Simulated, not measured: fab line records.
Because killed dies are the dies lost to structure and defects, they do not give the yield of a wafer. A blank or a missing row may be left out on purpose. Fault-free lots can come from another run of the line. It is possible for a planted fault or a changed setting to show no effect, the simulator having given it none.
Shared-tool check	flow n5_finfet	24 wafers sampled across 8 lots

## WHY THIS WAS OPENED
On 2 of the 8 lots, a flag is raised at N5_SDB_INSPECT_36 on the reading raw_defect_count. Wafers without a fault read 38, standard deviation 18.
Rule: a lot is flagged in two cases, either no wafer of it has a number, or all its wafers with numbers fall more than 4 standard deviations from that mean. As for the other lots, they are considered sound.

lot	measured	on	raw_defect_count, wafer by wafer	flag
L719	day 4 15:07	defect_inspect-01	66 64 94	
L723	day 5 17:49	defect_inspect-01	31 14 36	
L724	day 6 03:11	defect_inspect-01	19 23 20	
L726	day 6 16:44	defect_inspect-01	464 500 437	FLAGGED
L727	day 6 23:50	defect_inspect-01	477 476 511	FLAGGED
L736	day 8 21:59	defect_inspect-01	15 36 40	
L737	day 9 09:40	defect_inspect-01	52 17 36	
L738	day 9 10:01	defect_inspect-01	19 22 44	
On average the flagged lots' numbers are 478, which is +440 against the usual, or +24 standard deviations.

## EACH LOT AND THE TOOL IT RAN ON
Before the reading, the record contains 3 process steps out of a 1938-step route. Every cell lists first the tool, next ch and the chambers used by the sampled wafers, and last the start.
lot	flag	N5_SDB_DESCUM_16	N5_SDB_ETCH_25	N5_SDB_CMP_30
L719		rie_diel-02 ch 1,2, day 4 11:17	rie_diel-06 ch 0,1,3, day 4 11:48	cmp-04 ch 0,1,3, day 4 14:50
L723		rie_diel-02 ch 0,2,3, day 5 13:56	rie_diel-06 ch 0,1,3, day 5 14:29	cmp-03 ch 0,3, day 5 17:29
L724		rie_diel-06 ch 0,1,2, day 5 23:17	rie_diel-05 ch 0,1, day 5 23:52	cmp-04 ch 0,2,3, day 6 02:56
L726	FLAGGED	rie_diel-05 ch 0,3, day 6 12:45	rie_diel-05 ch 0,1,3, day 6 13:21	cmp-04 ch 1,2, day 6 16:26
L727	FLAGGED	rie_diel-06 ch 0,1,3, day 6 19:51	rie_diel-02 ch 0,1,2, day 6 20:29	cmp-04 ch 1,3, day 6 23:31
L736		rie_diel-05 ch 1,2,3, day 8 17:06	rie_diel-02 ch 0,1,3, day 8 17:38	cmp-03 ch 0,1,3, day 8 21:40
L737		rie_diel-02 ch 0,2,3, day 9 05:49	rie_diel-02 ch 0,2,3, day 9 06:21	cmp-03 ch 0,1,3, day 9 09:23
L738		rie_diel-05 ch 1,2,3, day 9 06:10	rie_diel-06 ch 0,3, day 9 06:41	cmp-01 ch 0,1,3, day 9 09:42
What these steps do:
- N5_SDB_DESCUM_16: chemistry O2, time 7.9 s.
- N5_SDB_ETCH_25: etches SiO2 in C4F6/O2, target depth 10 nm, time 3.3 s.
- N5_SDB_CMP_30: polishes, stops on poly-Si, t overpolish 1.54 s, target thk 30 nm.
- N5_SDB_INSPECT_36: inspects for defects (darkfield).

## FLAGGED OVER TOTAL, TOOL BY TOOL (the gauges that took the reading come last)
step	tool	lots run	flagged	share of the flagged lots	sound lots run after its first flagged lot
N5_SDB_DESCUM_16	rie_diel-02	3	0	none	-
N5_SDB_DESCUM_16	rie_diel-05	3	1	some	2 (L736,L738)
N5_SDB_DESCUM_16	rie_diel-06	2	1	some	0
N5_SDB_ETCH_25	rie_diel-02	3	1	some	2 (L736,L737)
N5_SDB_ETCH_25	rie_diel-05	2	1	some	0
N5_SDB_ETCH_25	rie_diel-06	3	0	none	-
N5_SDB_CMP_30	cmp-01	1	0	none	-
N5_SDB_CMP_30	cmp-03	3	0	none	-
N5_SDB_CMP_30	cmp-04	4	2	all	0
N5_SDB_INSPECT_36	defect_inspect-01	8	2	all	3 (L736,L737,L738)

## WHAT THE TABLE ALLOWS
2 rows of the table ran every flagged lot: cmp-04 at N5_SDB_CMP_30, defect_inspect-01 at N5_SDB_INSPECT_36.
- cmp-04 at N5_SDB_CMP_30: 2 of its 4 lots flagged. Last sound lot L724 at day 6 02:56, first flagged lot L726 at day 6 16:26; a fault beginning in between fits.
- defect_inspect-01 at N5_SDB_INSPECT_36: 2 of its 8 lots flagged. Lots that were sound ran on it after the first flagged one (L736, L737, L738); a persistent fault on the entire tool would not allow that.
Just one tool remains: cmp-04 at N5_SDB_CMP_30.

## WHAT HAD BEEN PUT IN BY THE SIMULATOR
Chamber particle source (cmp-04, N5_SDB_CMP_30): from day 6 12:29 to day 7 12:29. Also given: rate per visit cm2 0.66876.
Struck lots among those shown: L726, L727. The rule above found the same.
